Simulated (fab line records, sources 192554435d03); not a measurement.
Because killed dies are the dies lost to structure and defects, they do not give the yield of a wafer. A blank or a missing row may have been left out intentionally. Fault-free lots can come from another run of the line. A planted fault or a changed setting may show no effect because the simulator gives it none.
Split-lot trial -- flow n5Finfet -- route with 1938 steps; 7 lots, 39 wafers read

== THE SPLIT ITSELF ==
At N5_BEOL_M3_ILD_DEP_00 (deposits SiOC from DEMS/O2, target thk 79 nm, time 15.3 s), the setting targetThkA was moved away from the recipe's 790 angstrom on 18 of the 39 wafers read, by -28.2% to +42.0%. All remaining wafers had this setting at the recipe value.

There is no step in the file separating the split from the reading.

== THE READING ==
M3_ILD_THK in nanometres, read at N5_BEOL_M3_THK_MEAS_01. A value of 78.5 nm with a standard deviation of 1.3 nm is what fault-free wafers of this fab line usually give.

wafer,"tool, chamber at the split","targetThkA as run, angstrom",against the recipe,"M3_ILD_THK, nm",against lot-mates on the recipe
L077.1,"pecvd-01, 1",790,recipe,78.3,-
L077.2,"pecvd-01, 0",567.2,-28.2%,54.1,-24.6
L077.3,"pecvd-01, 2",567.2,-28.2%,57.7,-21.0
L077.4,"pecvd-01, 1",567.2,-28.2%,58.0,-20.7
L077.5,"pecvd-01, 0",790,recipe,77.2,-
L077.6,"pecvd-01, 2",790,recipe,80.7,-
L080.1,"pecvd-04, 0",790,recipe,77.8,-
L080.2,"pecvd-04, 2",790,recipe,78.4,-
L080.3,"pecvd-04, 1",1122,+42.0%,112.1,+33.7
L080.4,"pecvd-04, 1",790,recipe,79.0,-
L080.5,"pecvd-04, 2",1122,+42.0%,112.5,+34.1
L080.6,"pecvd-04, 0",1122,+42.0%,112.9,+34.5
L085.1,"pecvd-04, 0",790,recipe,78.4,-
L085.2,"pecvd-04, 2",790,recipe,79.3,-
L085.3,"pecvd-04, 1",597.8,-24.3%,59.4,-19.9
L085.4,"pecvd-04, 1",597.8,-24.3%,61.9,-17.4
L085.5,"pecvd-04, 2",597.8,-24.3%,60.9,-18.4
L085.6,"pecvd-04, 0",790,recipe,80.2,-
L089.1,"pecvd-01, 0",790,recipe,76.1,-
L089.2,"pecvd-01, 1",790,recipe,78.0,-
L089.6,"pecvd-01, 1",790,recipe,78.9,-
L091.1,"pecvd-03, 2",1061,+34.3%,104.5,+25.9
L091.2,"pecvd-03, 0",790,recipe,78.1,-
L091.3,"pecvd-03, 1",1061,+34.3%,103.9,+25.3
L091.4,"pecvd-03, 0",790,recipe,79.3,-
L091.5,"pecvd-03, 2",1061,+34.3%,106.9,+28.3
L091.6,"pecvd-03, 1",790,recipe,78.4,-
L092.1,"pecvd-03, 0",790,recipe,76.8,-
L092.2,"pecvd-03, 2",938.1,+18.7%,92.6,+14.8
L092.3,"pecvd-03, 1",790,recipe,76.4,-
L092.4,"pecvd-03, 1",938.1,+18.7%,93.0,+15.2
L092.5,"pecvd-03, 2",790,recipe,80.1,-
L092.6,"pecvd-03, 0",938.1,+18.7%,92.7,+14.9
L097.1,"pecvd-03, 0,1",790,recipe,77.9,-
L097.2,"pecvd-03, 2",790,recipe,79.5,-
L097.3,"pecvd-03, 0,1",790,recipe,78.0,-
L097.4,"pecvd-03, 1",1093,+38.4%,108.9,+30.4
L097.5,"pecvd-03, 2",1093,+38.4%,111.3,+32.8
L097.6,"pecvd-03, 0",1093,+38.4%,109.0,+30.5
Rows listing several chambers each stand for several wafers; the file does not say which wafer went through which chamber.

THE FIT
A straight line over all 39 wafers: M3_ILD_THK changes by +0.787 nm for each +1% of targetThkA; r = +1.00; the points scatter about the line by 1.3 nm.
The same after taking each lot's own level away (the mean of its wafers on the recipe; 39 wafers): +0.794 nm for each +1%; r = +1.00; scatter 1.2 nm.
The reading moves by 33 nm for the largest change in targetThkA, on that fit.
From 77.67 to 79.30 nm: that is the span of the lots' own levels, equal to 1.3 times the standard deviation above.
Consequently the slope shifts little with the lot-to-lot level, the two slopes agreeing.
Check: for one of the wafers moved furthest among these (+42.0%), held out of the fit, the line's prediction against its lot-mates is +33.5 nm. It came out at +33.7 nm against them.

== THESE WAFERS: OTHER SPLITS ==
Note: prior to the reading, these wafers also went through further splits. Each is held against what the fit with the lots' levels taken away leaves over:
other split on the same wafers,wafers away from the commonest value,r with M3_ILD_THK (lot level and that fit taken away)
N5_ZERO_LAYER_PECVD_02 timeS,18,-0.14
N5_PMOS_HMC_CHANNEL_EPI_HM_DEP_34 timeS,9,-0.13
N5_SD_EPI_P_DEVELOP_08 developTimeS,18,-0.13
N5_SDB_ALD_29 aldCycles,9,+0.13
N5_BEOL_M0_SAQP_ETCH_107 targetDepthA,18,-0.02

== THE WHOLE CHAIN: every reading that the file lists as answering this split, in the file's order ==
step,what it does,reading,change (the file's fit),r (the file's)
N5_BEOL_M3_ILD_DEP_00,"deposits SiOC from DEMS/O2, target thk 79 nm, time 15.3 s","SiOC_of_BEOL_M3_ILD_DEP_00.thkNm (the simulator's own value, which no gauge read)",+0.796 nm for each +1% of the setting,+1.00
N5_BEOL_M3_THK_MEAS_01,,M3_ILD_THK,+0.796 for each +1% of the setting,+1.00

== FILE'S OWN FIT ==
M3_ILD_THK changes by +0.796 nm for each +1% of targetThkA, r = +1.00.
